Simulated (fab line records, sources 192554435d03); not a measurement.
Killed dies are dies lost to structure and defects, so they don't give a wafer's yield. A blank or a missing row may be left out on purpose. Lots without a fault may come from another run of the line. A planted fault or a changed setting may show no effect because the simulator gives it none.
Which tool did it? | flow n5_finfet | 11 lots, 31 wafers sampled, at 2 steps of a route of 1938

WHAT THE GAUGES READ, wafer by wafer
N5_BEOL_M13_OCD_MEAS_35. Usual: trench_depth_nm 414 nm, standard deviation 6.3.
lot  | measured     | on     | trench_depth_nm (nm) | flag
L956 | day 11 05:34 | ocd-01 | 409 423 413          |
L958 | day 11 06:14 | ocd-02 | 409 412 408          |
L957 | day 11 08:35 | ocd-02 | 419 407 407          |
L960 | day 11 21:58 | ocd-02 | 416 412 418          |
L961 | day 12 08:52 | ocd-01 | 415 413 420          |
L971 | day 14 05:37 | ocd-01 | 406 416              |
L969 | day 14 09:28 | ocd-01 | 425 408              |
L972 | day 15 03:32 | ocd-02 | 408 418 421          |
L973 | day 15 06:23 | ocd-01 | 411 421 420          |
L975 | day 15 10:38 | ocd-01 | 417 410 411          |
L978 | day 16 20:52 | ocd-01 | 420 406 416          |

WHICH TOOL RAN EACH LOT (tool, then ch and the chambers of the sampled wafers, then the start)
lot  | N5_BEOL_M13_DESCUM_33
L956 | rie_diel-02 ch 0,1,3, day 11 04:59
L958 | rie_diel-02 ch 0,1,2, day 11 05:40
L957 | rie_diel-03 ch 2,3, day 11 08:01
L960 | rie_diel-02 ch 0,2, day 11 21:24
L961 | rie_diel-02 ch 0,1,2, day 12 08:17
L971 | rie_diel-03 ch 0,1, day 14 05:02
L969 | rie_diel-06 ch 0,3, day 14 08:53
L972 | rie_diel-03 ch 0,2,3, day 15 02:57
L973 | rie_diel-03 ch 0,1,3, day 15 05:48
L975 | rie_diel-06 ch 1,2,3, day 15 10:04
L978 | rie_diel-03 ch 2,3, day 16 20:17
- N5_BEOL_M13_DESCUM_33: chemistry O2, time 7.9 s.

WHAT THE TOOLS THEMSELVES READ (means of the sampled wafers that have a number; where no wafer has one, the mark that the record gives instead)
N5_BEOL_M13_DESCUM_33. Usual: drypump_motor_current_A 5.9 A, standard deviation 0.44; oes_product_au 0.80 a.u., standard deviation 0.073; rf_fwd_power_W 49.33 W, standard deviation 0.21; rf_vpp_V 243.4 V, standard deviation 1.4; showerhead_plenum_p_Torr 2.11 Torr, standard deviation 0.08; throttle_valve_pct 20.39 %, standard deviation 0.2.
lot  | tool        | drypump_motor_current_A (A) | oes_product_au (a.u.) | rf_fwd_power_W (W) | rf_vpp_V (V) | showerhead_plenum_p_Torr (Torr) | throttle_valve_pct (%) | flag
L956 | rie_diel-02 | 5.9                         | 0.82                  | 49.47              | 244.3        | 2.20                            | 20.19                  |
L958 | rie_diel-02 | 6.1                         | 0.75                  | 49.25              | 243.8        | 2.12                            | 20.35                  |
L957 | rie_diel-03 | 5.3                         | 0.80                  | 49.27              | 242.1        | 2.02                            | 20.50                  |
L960 | rie_diel-02 | 6.1                         | 0.78                  | 49.51              | 243.7        | 2.13                            | 20.36                  |
L961 | rie_diel-02 | 6.1                         | 0.74                  | 49.47              | 243.7        | 2.12                            | 20.35                  |
L971 | rie_diel-03 | 6.2                         | 0.77                  | 49.21              | 243.4        | 2.09                            | 20.55                  |
L969 | rie_diel-06 | 5.9                         | 0.85                  | 49.39              | 244.4        | 2.12                            | 20.26                  |
L972 | rie_diel-03 | 5.7                         | 0.81                  | 49.28              | 242.0        | 2.02                            | 20.47                  |
L973 | rie_diel-03 | 6.0                         | 0.80                  | 49.21              | 243.0        | 2.08                            | 20.52                  |
L975 | rie_diel-06 | 5.7                         | 0.81                  | 49.22              | 243.5        | 2.14                            | 20.29                  |
L978 | rie_diel-03 | 5.4                         | 0.80                  | 49.40              | 242.6        | 2.02                            | 20.50                  |

THE ANSWER, worked out from the rows above alone
Rule: a lot is off if the mean of its wafers that have a number lies more than 3 standard deviations from the usual mean. A lot without any number at a reading at which 4 lots or more have one is off too. The other lots that the step has rows for count as sound. The gauges are gone through in route order, then the tools' own readings, and for those a lot's mean is taken as printed above. The first step at which some lot is off is used, and at that step the reading that is off furthest; a lot without a number counts as furthest.
No lot is off at any reading shown: from this, nothing can be told.

WHAT THE SIMULATOR HAD PUT IN
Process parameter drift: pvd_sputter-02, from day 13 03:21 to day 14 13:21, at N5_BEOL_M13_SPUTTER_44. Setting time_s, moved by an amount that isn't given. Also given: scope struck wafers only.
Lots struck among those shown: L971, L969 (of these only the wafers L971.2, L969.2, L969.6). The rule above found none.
